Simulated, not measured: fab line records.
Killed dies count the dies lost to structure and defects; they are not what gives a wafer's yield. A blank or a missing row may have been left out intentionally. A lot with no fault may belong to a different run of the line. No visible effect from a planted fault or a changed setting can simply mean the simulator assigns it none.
Matching of chambers | flow n5_finfet | N5_FIN_SAQP_ETCH_57 on rie_diel-06: 4 sister chambers
The step etches SiNx in CH3F/O2, target depth 32.5 nm, time 46.4 s. 8 wafers are shown with their chamber, then 8 later ones without.

EACH WAFER AND ITS CHAMBER
wafer  | chamber | drypump_motor_current_A (A) | throttle_valve_pct (%)
L076.2 | 2       | 5.4                         | 16.54
L077.1 | 3       | 6.7                         | 16.60
L077.2 | 1       | 4.9                         | 16.25
L077.3 | 0       | 5.2                         | 16.23
L086.1 | 2       | 5.3                         | 16.55
L086.3 | 0       | 5.2                         | 16.30
L086.4 | 1       | 4.9                         | 16.29
L087.2 | 3       | 6.7                         | 16.64

WAFERS WITH NO CHAMBER GIVEN
wafer  | drypump_motor_current_A (A) | throttle_valve_pct (%)
L087.3 | 5.2                         | 16.27
L087.4 | 5.4                         | 16.56
L094.1 | 5.3                         | 16.58
L094.2 | 5.2                         | 16.30
L094.5 | 4.8                         | 16.33
L095.2 | 5.4                         | 16.59
L095.3 | 5.2                         | 16.31
L095.5 | 5.2                         | 16.30

WHICH CHAMBER EACH WENT THROUGH
wafer  | from the rows above | in truth
L087.3 | 0                   | 0
L087.4 | 2                   | 2
L094.1 | 2                   | 2
L094.2 | 0                   | 0
L094.5 | 1                   | 1
L095.2 | 2                   | 2
L095.3 | 0                   | 0
L095.5 | 0                   | 0
Placed correctly: 8 of 8. From these rows, 0 cannot be placed. 0 placed wrongly.
How it was worked out, from the rows above alone: a wafer's distance from a chamber is the root of the sum, over the readings, of the square of ((its reading less the chamber's mean) divided by the reading's scatter). The wafer belongs to the nearest chamber; if the next one is less than 2 further off, it can't be placed. A chamber's mean is the mean of its shown wafers. The scatter: take each reading less its chamber's mean, square it, sum over the shown wafers, divide by the number of wafers less the number of chambers, and take the root.
